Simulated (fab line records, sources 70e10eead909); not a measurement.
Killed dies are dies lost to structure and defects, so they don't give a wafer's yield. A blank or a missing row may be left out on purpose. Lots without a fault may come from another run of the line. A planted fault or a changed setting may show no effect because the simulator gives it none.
fab line records | flow nand_harc
record lots=6 wafers=18 last_day=33
route steps=1302 shown P_CONTACT@249 P_M0@253 END@1302
lots that met no fault: from a run of the same line without faults
start_h: hours from the record's first day to the start of the lot's first wafer shown | wait_h: hours since the lot's step before | " the same as in the row above | L1.1+2: a row that stands for several wafers | - no value, or no start given | * or withheld: withheld | < > ~ a bound
route shown NAME@n: a module of which the file shows steps, and the number in the route of the first | usual: mean/standard deviation of fault-free wafers | same: alike in all rows | chamber/n: place in a boat | sites: the reading at each site | _std_site: their standard deviation | _edge_site: outer sites' mean less inner sites' | radius_mm: how far each site lies from the wafer's centre | mask NAME#n: copy n | behind: the tool/chamber that last shaped the wafer | hold: why the lot was held/for how many hours/how that ended | device: the transistor (n, p or np) that didn't switch | end of line: the same wafers' tests at the end of the route | a step without rows: its recipe alone | killed: dies lost to structure and defects at the first sort, not the wafer's yield | map: a wafer's dies, x killed, . not, _ none there
set.NAME: the setting as run; set.NAME@STEP: as run at that earlier step | model.NAME: the simulator's own value behind a step, which no gauge read
lots at some steps of the route; a table a step, a row a wafer
services: from which hour (start_h, from the record's first day; less than 0 if before it) a tool's chamber was out of use, for how many hours, and why
## steps
# step NHARC_P_CONTACT_CMP_24
# recipe t_overpolish_s=30 target_thk_nm=200
# usual edge_zone_pressure_frac=1.000/0.0047 motor_current_A=12.5/0.55 overpolish_run_s=30.001/0.0093 time_to_endpoint_s=41.0/2
# columns lot.wafer tool chamber start_h wait_h edge_zone_pressure_frac motor_current_A overpolish_run_s time_to_endpoint_s
L108.2 cmp-04 1 168.19 0.6 0.994 12.8 30.006 37.5
L108.5 " 2 " " 1.000 12.0 29.999 35.0
L108.6 " 3 " " 1.003 13.5 30.005 37.7
L117.1 cmp-04 1 263.99 0.6 0.994 12.4 29.996 40.7
L117.4 " 2 " " 1.001 12.1 30.010 42.7
L117.6 " 0 " " 1.007 12.6 29.995 43.7
L121.1 cmp-01 1 295.96 0.6 0.996 12.7 29.996 43.0
L121.3 " 2 " " 0.996 12.6 29.992 41.0
L121.6 " 0 " " 1.000 13.2 30.012 42.4
L122.4 cmp-03 3 307.50 0.4 1.001 12.4 30.005 42.1
L122.3 " 0 " " 1.004 13.1 30.008 39.9
L122.6 " 3 " " 1.006 12.4 30.010 43.5
L123.4 cmp-01 1 323.49 0.4 0.993 12.4 29.997 40.9
L123.2 " 2 " " 1.003 12.6 29.998 37.3
L123.6 " 2 " " 0.992 13.0 29.999 38.0
L126.2 cmp-01 1 349.61 0.5 0.996 12.5 30.006 43.0
L126.4 " 3 " " 1.001 11.7 30.002 43.4
L126.6 " 2 " " 1.002 12.5 30.013 43.8
# step NHARC_P_CONTACT_SRD_26
# step NHARC_P_CONTACT_INSPECT_27
# usual raw_defect_count=290/120
# columns lot.wafer tool chamber start_h wait_h raw_defect_count
L108.2 defect_inspect-02 - 168.52 0.1 419
L108.5 " - " " 250
L108.6 " - " " 200
L117.1 defect_inspect-01 - 264.36 0.1 234
L117.4 " - " " 233
L117.6 " - " " 309
L121.1 defect_inspect-01 - 296.31 0.1 211
L121.3 " - " " 178
L121.6 " - " " 334
L122.3 defect_inspect-02 - 307.89 0.1 471
L122.4 " - " " 434
L122.6 " - " " 242
L123.2 defect_inspect-01 - 323.89 0.1 240
L123.4 " - " " 310
L123.6 " - " " 424
L126.2 defect_inspect-01 - 350.01 0.1 310
L126.4 " - " " 506
L126.6 " - " " 252
# step NHARC_P_M0_DEP_00
# recipe target_thk_a=1500 target_thk_nm=150 temp_c=withheld pressure_torr=5 flow_sccm=200 rf_w=600 material=SiOC
# step NHARC_P_M0_DEHYDRATE_01
# recipe temp_c=150 time_s=120
# step NHARC_P_M0_HMDS_02
# recipe time_s=30
# step NHARC_P_M0_COAT_33
# recipe temp_c=200 time_s=65
# step NHARC_P_M0_COAT_03
# recipe spin_rpm=1500 resist_thk_nm=90
# step NHARC_P_M0_SOFTBAKE_04
# recipe temp_c=105 time_s=55
# step NHARC_P_M0_EBR_05
# step NHARC_P_M0_EXPOSE_06
# recipe na=1.35 target_cd_nm=90 dose_mj=81.28 mask_id=P_M0
# step NHARC_P_M0_PEB_07
# recipe peb_temp_c=100 peb_time_s=65
# usual heater_power_total_W=156.6/0.42 plate_temp_C=99.98/0.13
# columns lot.wafer tool chamber start_h wait_h heater_power_total_W plate_temp_C
L108.2 litho_track-01 0 169.34 0.1 156.0 100.06
L108.5 " 0 " " 157.0 100.00
L108.6 " 0 " " 157.0 99.92
L117.1 litho_track-06 0 265.06 0.1 157.2 100.08
L117.4 " 0 " " 156.0 100.13
L117.6 " 0 " " 157.1 100.02
L121.1 litho_track-06 0 297.13 0.1 162.3 102.27
L121.3 " 0 " " 161.9 102.42
L121.6 " 0 " " 161.9 102.55
L122.3 litho_track-06 0 308.58 0.0 162.1 102.49
L122.4 " 0 " " 162.1 102.36
L122.6 " 0 " " 161.4 102.48
L123.2 litho_track-04 0 324.59 0.1 156.4 99.55
L123.4 " 0 " " 156.6 99.95
L123.6 " 0 " " 156.1 99.79
L126.2 litho_track-04 0 350.83 0.1 156.1 99.87
L126.4 " 0 " " 156.3 100.00
L126.6 " 0 " " 156.4 100.09
# step NHARC_P_M0_DEVELOP_08
# recipe develop_time_s=35 dev_temp_c=23
# step NHARC_P_M0_CD_MEAS_09
# recipe target_cd_nm=90 landing_energy_ev=500
# usual cd_nm=89.8/0.44
# columns lot.wafer tool chamber start_h wait_h cd_nm
L108.2 cd_sem-02 0 169.42 - 89.2
L108.5 " 0 " " 89.6
L108.6 " 0 " " 89.9
L117.1 cd_sem-02 0 265.14 - 89.7
L117.4 " 0 " " 89.5
L117.6 " 0 " " 89.9
L121.1 cd_sem-02 0 297.21 - 99.2
L121.3 " 0 " " 98.3
L121.6 " 0 " " 98.6
L122.3 cd_sem-02 0 308.67 - 96.5
L122.4 " 0 " " 95.9
L122.6 " 0 " " 96.8
L123.2 cd_sem-01 0 324.67 - 89.7
L123.4 " 0 " " 90.6
L123.6 " 0 " " 90.0
L126.2 cd_sem-02 0 350.91 - 89.6
L126.4 " 0 " " 89.2
L126.6 " 0 " " 90.0
# step NHARC_P_M0_OVL_MEAS_10
# recipe pitch_nm=180
# usual overlay_x_nm=0.1/0.76 overlay_y_nm=-0.2/0.92
# columns lot.wafer tool chamber start_h wait_h overlay_x_nm overlay_y_nm
L108.2 overlay-02 - 169.51 - -0.7 -1.3
L108.5 " - " " -1.6 -1.2
L108.6 " - " " -0.3 -1.2
L117.1 overlay-02 - 265.23 - -0.7 1.2
L117.4 " - " " -1.6 0.7
L117.6 " - " " -1.1 0.9
L121.1 overlay-01 - 297.30 - 0.5 -2.4
L121.3 " - " " 0.8 -2.1
L121.6 " - " " 1.2 -1.8
L122.3 overlay-02 - 308.75 - -0.1 0.1
L122.4 " - " " -0.1 0.1
L122.6 " - " " 0.2 0.2
L123.2 overlay-02 - 324.75 - -0.6 0.9
L123.4 " - " " 0.2 0.8
L123.6 " - " " -0.2 0.4
L126.2 overlay-02 - 350.99 - 0.6 -0.4
L126.4 " - " " 1.3 -0.1
L126.6 " - " " 0.6 -0.1
# step NHARC_P_M0_INSPECT_11
# usual raw_defect_count=4.7/2.4
# columns lot.wafer tool chamber start_h wait_h raw_defect_count
L108.2 defect_inspect-01 - 169.54 0.0 5
L108.5 " - " " 8
L108.6 " - " " 4
L117.1 defect_inspect-02 - 265.26 0.0 1
L117.4 " - " " 2
L117.6 " - " " 6
L121.1 defect_inspect-02 - 297.34 0.0 7
L121.3 " - " " 5
L121.6 " - " " 6
L122.3 defect_inspect-01 - 308.79 0.0 4
L122.4 " - " " 1
L122.6 " - " " 2
L123.2 defect_inspect-01 - 324.79 0.0 4
L123.4 " - " " 7
L123.6 " - " " 8
L126.2 defect_inspect-02 - 351.03 0.0 2
L126.4 " - " " 2
L126.6 " - " " 10
# step NHARC_P_M0_DESCUM_14
# recipe time_s=3 o2_flow_sccm=200 ar_flow_sccm=0 bias_power_w=0 chemistry=O2
# usual drypump_motor_current_A=5.8/0.48 oes_product_au=1.001/0.0074 rf_vpp_V=58.0/0.87 showerhead_plenum_p_Torr=1.95/0.076 throttle_valve_pct=11.311/0.0078
# columns lot.wafer tool chamber start_h wait_h drypump_motor_current_A oes_product_au rf_hours_counter_h rf_vpp_V showerhead_plenum_p_Torr throttle_valve_pct model.P_M0.cd_nm
L108.2 rie_diel-08 0 169.61 0.1 6.4 1.006 48 59.2 1.89 11.324 89.25
L108.5 " 3 " " 6.0 1.002 - 58.0 2.06 11.318 89.38
L108.6 " 0 " " 6.4 0.999 - 57.2 1.89 11.309 89.78
L117.1 rie_diel-11 0 265.35 0.1 5.2 1.008 0 57.6 2.00 11.309 89.62
L117.4 " 1 " " 5.5 1.003 0 57.7 1.95 11.298 89.19
L117.6 " 3 " " 6.6 1.010 - 57.8 1.81 11.303 89.61
L121.3 rie_diel-03 3 297.41 0.1 6.2 0.992 2 57.2 2.06 11.314 98.56
L121.1 " 1 " " 5.6 0.999 2 58.5 2.00 11.298 98.9
L121.6 " 3 " " 6.2 0.994 - 59.5 2.06 11.310 99
L122.3 rie_diel-03 2 308.85 0.1 6.4 0.993 6 57.6 1.85 11.303 96.37
L122.6 " 2 " " 6.4 0.990 - 58.2 1.85 11.311 97.19
L122.4 " 1 " " 5.6 0.990 - 59.5 1.99 11.314 95.93
L123.2 rie_diel-03 2 324.87 0.1 6.5 1.006 9 57.8 1.84 11.304 90.12
L123.4 " 0 " " 5.7 0.998 1 57.8 1.87 11.324 90.63
L123.6 " 2 " " 6.4 1.004 - 57.8 1.84 11.308 90.06
L126.4 rie_diel-11 1 351.11 0.1 5.4 1.003 13 57.5 1.94 11.318 89.55
L126.2 " 2 " " 5.4 1.021 14 56.8 1.96 11.314 90.06
L126.6 " 3 " " 6.5 1.013 - 56.8 1.81 11.305 89.97
# step NHARC_P_M0_ETCH_34
# recipe target_depth_a=400 overetch_a=120 time_s=43.94 ion_energy_ev=200 n2_flow_sccm=150 h2_flow_sccm=150 ar_flow_sccm=0 rf_w=400 bias_w=150 chemistry=N2/H2
# usual drypump_motor_current_A=5.9/0.49 oes_product_au=1.001/0.0066 rf_vpp_V=431.3/2.4 showerhead_plenum_p_Torr=2.07/0.087 throttle_valve_pct=14.168/0.0094
# columns lot.wafer tool chamber start_h wait_h drypump_motor_current_A oes_product_au rf_hours_counter_h rf_vpp_V showerhead_plenum_p_Torr throttle_valve_pct
L108.2 rie_diel-08 0 169.70 0.1 6.4 1.000 48 431.1 2.02 14.169
L108.6 " 2 " " 6.2 1.012 - 432.5 2.10 14.155
L108.5 " 3 " " 6.1 0.993 - 434.6 2.20 14.172
L117.4 rie_diel-11 0 265.60 0.2 5.2 1.007 0 433.7 2.14 14.165
L117.1 " 1 " " 5.5 0.998 0 432.4 2.08 14.190
L117.6 " 3 " " 6.5 1.003 - 426.0 1.93 14.163
L121.1 rie_diel-03 1 297.51 0.1 5.6 0.988 2 432.3 2.13 14.168
L121.3 " 2 " " 6.5 0.997 2 428.6 1.97 14.151
L121.6 " 2 " " 6.4 0.992 - 429.2 1.97 14.180
L122.3 rie_diel-03 3 308.95 0.1 6.2 0.997 6 435.6 2.19 14.172
L122.6 " 2 " " 6.4 0.997 - 428.2 1.97 14.166
L122.4 " 1 " " 5.6 0.992 - 431.8 2.13 14.169
L123.4 rie_diel-03 1 324.96 0.1 5.6 0.995 9 432.5 2.13 14.166
L123.2 " 2 " " 6.5 0.992 9 429.3 1.96 14.176
L123.6 " 1 " " 5.6 1.007 - 433.7 2.13 14.165
L126.4 rie_diel-11 2 351.19 0.1 5.4 1.000 14 431.2 2.08 14.158
L126.2 " 0 " " 5.2 0.999 14 433.2 2.13 14.170
L126.6 " 2 " " 5.5 0.996 - 432.1 2.08 14.169
# step NHARC_P_M0_ETCH_15
# recipe target_depth_a=1500 overetch_a=150 time_s=82.5 c4f8_flow_sccm=withheld ar_flow_sccm=400 rf_w=600 bias_w=300 chemistry=C4F8/Ar
# usual oes_product_au=0.957/0.017 rf_vpp_V=441.4/2.5
# columns lot.wafer tool chamber start_h wait_h oes_product_au rf_hours_counter_h rf_vpp_V model.P_M0.cd_nm
L108.2 rie_diel-08 1 - - 0.918 50 439.8 89.02
L108.5 " 1 " " 0.923 - 438.6 89.7
L108.6 " 2 " " 0.930 - 442.7 89.66
L117.1 rie_diel-11 3 - - 0.941 0 438.2 89.73
L117.4 " 0 " " 0.948 0 445.0 89.15
L117.6 " 3 " " 0.949 - 438.1 89.91
L121.1 rie_diel-03 2 - - 0.959 2 438.6 98.8
L121.3 " 1 " " 0.958 2 441.7 98.46
L121.6 " 1 " " 0.949 - 443.1 98.76
L122.3 rie_diel-03 2 - - 0.970 6 441.0 96.34
L122.6 " 2 " " 0.963 - 439.6 97.3
L122.4 " 1 " " 0.957 - 443.7 95.9
L123.4 rie_diel-03 3 - - 0.950 9 446.7 90.74
L123.2 " 2 " " 0.949 9 437.4 89.88
L123.6 " 3 " " 0.940 - 445.4 90.21
L126.2 rie_diel-11 2 - - 0.962 14 442.1 89.95
L126.4 " 3 " " 0.947 13 437.3 89.83
L126.6 " 3 " " 0.941 - 437.7 90.44
# step NHARC_P_M0_CD_MEAS_16
# usual cd_nm=89.8/0.54
# columns lot.wafer tool chamber start_h wait_h cd_nm
L108.2 cd_sem-02 - 169.90 - 89.0
L108.5 " - " " 89.9
L108.6 " - " " 89.9
L117.1 cd_sem-03 - 265.80 - 89.8
L117.4 " - " " 89.2
L117.6 " - " " 89.8
L121.1 cd_sem-02 - 297.74 - 99.1
L121.3 " - " " 98.4
L121.6 " - " " 99.1
L122.3 cd_sem-01 - 309.19 - 96.3
L122.4 " - " " 96.1
L122.6 " - " " 97.4
L123.2 cd_sem-01 - 325.22 - 89.8
L123.4 " - " " 91.3
L123.6 " - " " 90.1
L126.2 cd_sem-02 - 351.41 - 89.8
L126.4 " - " " 90.1
L126.6 " - " " 90.5
# step NHARC_END_SORT_01
# recipe temp_c=25
# usual defect_limited_yield=90.6/2.7 killed_at_array=59/19 killed_at_other=0.6/0.85 killed_at_periphery=3.8/2.5 killed_dies=64/19 killed_open=3.3/1.8 killed_short=2.2/1.6
# same gross_dies=677
# columns lot.wafer tool chamber start_h wait_h defect_limited_yield[%] killed_at_array killed_at_other killed_at_periphery killed_dies killed_open killed_short
L108.2 prober-01 0 617.81 2.8 89.8 67 0 2 69 4 0
L108.5 prober-01 0 620.19 3.7 87.3 77 1 8 86 5 2
L108.6 prober-01 0 620.99 4.0 90.3 62 0 4 66 2 3
L117.1 prober-02 0 707.15 2.5 94.1 32 0 8 40 5 1
L117.4 prober-02 0 709.57 3.4 92.0 48 2 4 54 4 4
L117.6 prober-02 0 711.19 4.0 93.5 37 2 5 44 4 0
L121.1 prober-01 0 761.75 2.5 87.3 82 0 4 86 4 4
L121.3 prober-01 0 763.35 3.1 88.2 79 0 1 80 4 0
L121.6 prober-01 0 765.74 4.0 86.9 82 0 7 89 5 5
L122.3 prober-02 0 766.57 3.1 96.5 21 1 2 24 1 1
L122.4 prober-02 0 767.37 3.4 94.4 35 1 2 38 3 0
L122.6 prober-02 0 768.97 4.0 94.1 37 1 2 40 3 2
L126.2 prober-02 0 781.50 2.8 89.2 69 0 4 73 0 2
L126.4 prober-02 0 783.10 3.4 90.8 57 1 4 62 7 1
L126.6 prober-02 0 784.70 4.0 87.9 75 0 7 82 4 1
L123.2 prober-01 0 781.51 2.8 90.5 57 0 7 64 3 3
L123.4 prober-01 0 783.12 3.4 91.9 50 0 5 55 0 2
L123.6 prober-01 0 784.72 4.0 89.8 59 0 10 69 6 3
# killed by level:class
L108.2 A_CHANNEL_HOLE_D2:chamber_film_flake=28 A_SLIT:chamber_film_flake=25 A_CHANNEL_HOLE_D1:chamber_film_flake=4 A_CONTACT:chamber_film_flake=3 A_CHANNEL_HOLE_D2:geometric_particle:open=2 P_GATE:chamber_film_flake=2 A_SGD_CUT:chamber_film_flake=2 A_DECK1_JOINT:geometric_particle:open=1
L108.5 A_CHANNEL_HOLE_D2:chamber_film_flake=31 A_SLIT:chamber_film_flake=28 A_CONTACT:chamber_film_flake=8 P_GATE:chamber_film_flake=5 A_CHANNEL_HOLE_D1:chamber_film_flake=3 A_SGD_CUT:chamber_film_flake=2 P_GATE:geometric_particle:open=1 P_CONTACT:geometric_particle:open=1
L108.6 A_CHANNEL_HOLE_D2:chamber_film_flake=26 A_SLIT:chamber_film_flake=24 A_CONTACT:chamber_film_flake=4 P_GATE:chamber_film_flake=3 A_CHANNEL_FILL_D2:geometric_particle:short=2 A_STAIRCASE:chamber_film_flake=2 P_M0:geometric_particle:short=1 A_CHANNEL_FILL_D1:geometric_particle:open=1
L117.1 A_CHANNEL_HOLE_D2:chamber_film_flake=15 P_M0:chamber_film_flake=6 A_CHANNEL_HOLE_D1:chamber_film_flake=6 A_ONON_D2:geometric_particle:open=2 A_SLIT:chamber_film_flake=2 A_CONTACT:chamber_film_flake=2 P_CONTACT:geometric_particle:open=1 P_M0:geometric_particle:open=1
L117.4 A_CHANNEL_HOLE_D2:chamber_film_flake=18 A_CHANNEL_HOLE_D1:chamber_film_flake=13 A_SLIT:chamber_film_flake=4 P_M0:chamber_film_flake=3 A_CONTACT:chamber_film_flake=3 A_ONON_D2:geometric_particle:short=2 A_CHANNEL_FILL_D1:chamber_film_flake=2 THIN_TSV:chamber_film_flake=2
L117.6 A_CHANNEL_HOLE_D2:chamber_film_flake=22 A_CHANNEL_HOLE_D1:chamber_film_flake=6 P_ZERO_WELL:chamber_film_flake=2 P_M0:chamber_film_flake=2 A_SLIT:chamber_film_flake=2 A_CONTACT:chamber_film_flake=2 THIN_TSV:chamber_film_flake=2 P_GATE:geometric_particle:open=1
L121.1 A_CHANNEL_HOLE_D1:chamber_film_flake=36 A_SLIT:chamber_film_flake=35 A_DECK1_JOINT:geometric_particle:open=2 P_ZERO_WELL:chamber_film_flake=2 A_CONTACT:chamber_film_flake=2 P_GATE:geometric_particle:short=1 P_CONTACT:geometric_particle:open=1 A_ONON_D1:geometric_particle:short=1
L121.3 A_CHANNEL_HOLE_D1:chamber_film_flake=35 A_SLIT:chamber_film_flake=32 A_CHANNEL_FILL_D2:geometric_particle:open=2 A_DECK1_JOINT:chamber_film_flake=2 A_CHANNEL_FILL_D2:chamber_film_flake=2 A_STAIRCASE:chamber_film_flake=2 A_CONTACT:chamber_film_flake=2 A_CHANNEL_FILL_D1:geometric_particle:open=1
L121.6 A_SLIT:chamber_film_flake=33 A_CHANNEL_HOLE_D1:chamber_film_flake=32 A_WL_FILL:chamber_film_flake=3 A_CONTACT:chamber_film_flake=3 A_ONON_D1:geometric_particle:open=2 P_ZERO_WELL:chamber_film_flake=2 A_STAIRCASE:chamber_film_flake=2 P_CONTACT:geometric_particle:open=1
L122.3 A_CHANNEL_HOLE_D1:chamber_film_flake=15 A_SLIT:chamber_film_flake=3 P_GATE:geometric_particle:open=1 STARTING-WAFER:geometric_particle:short=1 P_GATE:chamber_film_flake=1 A_ZERO_WELL:chamber_film_flake=1 A_DECK1_JOINT:chamber_film_flake=1 A_STAIRCASE:chamber_film_flake=1
L122.4 A_CHANNEL_HOLE_D1:chamber_film_flake=9 A_SLIT:chamber_film_flake=7 A_DECK1_JOINT:chamber_film_flake=6 A_STAIRCASE:chamber_film_flake=3 A_CONTACT:chamber_film_flake=3 A_M1:chamber_film_flake=3 P_CONTACT:geometric_particle:open=1 A_CONTACT:geometric_particle:open=1
L122.6 A_CHANNEL_HOLE_D1:chamber_film_flake=11 A_SLIT:chamber_film_flake=10 A_STAIRCASE:chamber_film_flake=5 A_M1:chamber_film_flake=3 A_CONTACT:chamber_film_flake=2 P_CONTACT:geometric_particle:open=1 A_CHANNEL_HOLE_D1:geometric_particle:open=1 A_CHANNEL_FILL_D2:geometric_particle:open=1
L126.2 A_CHANNEL_HOLE_D2:chamber_film_flake=31 A_SLIT:chamber_film_flake=15 A_CHANNEL_HOLE_D1:chamber_film_flake=11 A_CONTACT:chamber_film_flake=7 P_BONDPAD:chamber_film_flake=3 A_STAIRCASE:chamber_film_flake=3 A_ONON_D1:geometric_particle:short=1 A_CHANNEL_FILL_D1:geometric_particle:short=1
L123.2 A_SLIT:chamber_film_flake=30 A_CHANNEL_HOLE_D1:chamber_film_flake=11 A_CONTACT:chamber_film_flake=5 P_ZERO_WELL:chamber_film_flake=3 P_M0:geometric_particle:short=2 P_BONDPAD:chamber_film_flake=2 A_STAIRCASE:chamber_film_flake=2 A_CHANNEL_HOLE_D2:chamber_film_flake=2
L126.4 A_CHANNEL_HOLE_D2:chamber_film_flake=21 A_SLIT:chamber_film_flake=16 A_CHANNEL_HOLE_D1:chamber_film_flake=8 A_CONTACT:chamber_film_flake=4 P_BONDPAD:chamber_film_flake=2 P_M0:geometric_particle:open=1 A_ONON_D1:geometric_particle:open=1 A_CHANNEL_FILL_D1:geometric_particle:open=1
L123.4 A_SLIT:chamber_film_flake=25 A_CHANNEL_HOLE_D1:chamber_film_flake=10 A_CONTACT:chamber_film_flake=8 A_STAIRCASE:chamber_film_flake=3 A_CHANNEL_FILL_D2:chamber_film_flake=2 P_ZERO_WELL:chamber_film_flake=2 A_ONON_D2:geometric_particle:short=1 A_WL_FILL:geometric_particle:short=1
L126.6 A_CHANNEL_HOLE_D2:chamber_film_flake=28 A_SLIT:chamber_film_flake=27 A_CHANNEL_HOLE_D1:chamber_film_flake=7 A_CONTACT:chamber_film_flake=6 P_GATE:chamber_film_flake=3 P_BONDPAD:chamber_film_flake=2 A_CHANNEL_FILL_D1:geometric_particle:open=1 A_DECK1_JOINT:geometric_particle:short=1
L123.6 A_SLIT:chamber_film_flake=31 A_CHANNEL_HOLE_D1:chamber_film_flake=11 A_STAIRCASE:chamber_film_flake=5 P_ZERO_WELL:chamber_film_flake=4 A_DECK1_JOINT:geometric_particle:short=2 P_STI:chamber_film_flake=2 A_CHANNEL_FILL_D2:chamber_film_flake=2 A_CONTACT:chamber_film_flake=2
## services
# columns tool chamber start_h hours kind
litho_track-01 - 155.00 7.0 pm
cmp-03 - 162.00 4.0 pm
litho_track-06 - 179.00 7.0 pm
cmp-01 - 185.50 4.0 pm
rie_diel-08 - 191.69 9.0 pm
rie_diel-03 1 195.82 15.9 repair
rie_diel-03 3 197.77 4.1 repair
litho_track-04 - 203.00 7.0 pm
cmp-04 - 209.09 4.0 pm
cmp-01 - 216.78 6.4 repair
cmp-01 - 241.88 2.2 repair
rie_diel-03 0 244.83 3.6 repair
cmp-01 - 245.74 2.5 repair
cmp-01 - 248.45 21.3 repair
rie_diel-11 - 255.71 9.0 pm
rie_diel-03 0 279.80 36.7 repair
rie_diel-03 - 282.06 9.0 pm
cmp-01 - 283.50 4.0 pm
rie_diel-08 1 283.86 1.2 repair
rie_diel-11 3 303.54 6.8 repair
cmp-04 - 307.14 4.0 pm
rie_diel-03 3 312.32 4.8 repair
cmp-04 - 314.97 0.3 repair
rie_diel-08 1 349.31 3.2 repair
## key
first_sign step=NHARC_P_M0_PEB_07 reading=plate_temp_C direction=up sigmas=19 usual=* struck=*
effect step=NHARC_P_M0_PEB_07 reading=heater_power_total_W direction=up sigmas=13 usual=* struck=*
effect step=NHARC_P_M0_CD_MEAS_09 reading=cd_nm direction=up sigmas=18 usual=89.8 struck=97.6 through=control_loop
effect step=NHARC_P_M0_CD_MEAS_16 reading=cd_nm direction=up sigmas=15 usual=89.8 struck=97.7 through=control_loop
model_effect step=NHARC_P_M0_DESCUM_14 value=P_M0.cd_nm without=90.05 struck=97.66
model_effect step=NHARC_P_M0_ETCH_15 value=P_M0.cd_nm without=89.98 struck=97.59
met_at NHARC_P_M0_PEB_07
struck_wafers L121.1,L121.3,L121.6,L122.3,L122.4,L122.6
loop_trim step=NHARC_P_M0_EXPOSE_06 setting=dose lots=L122
onset_between 265.06 297.13
fault kind=process_parameter_drift tool=litho_track-06 chamber=- onset_h=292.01 steps=NHARC_P_M0_PEB_07 channel=peb_temp_c offset=* shape=step end_h=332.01 acts_in=* stated=*
# loop_trim: a control loop set the setting to another value than it would have without faults
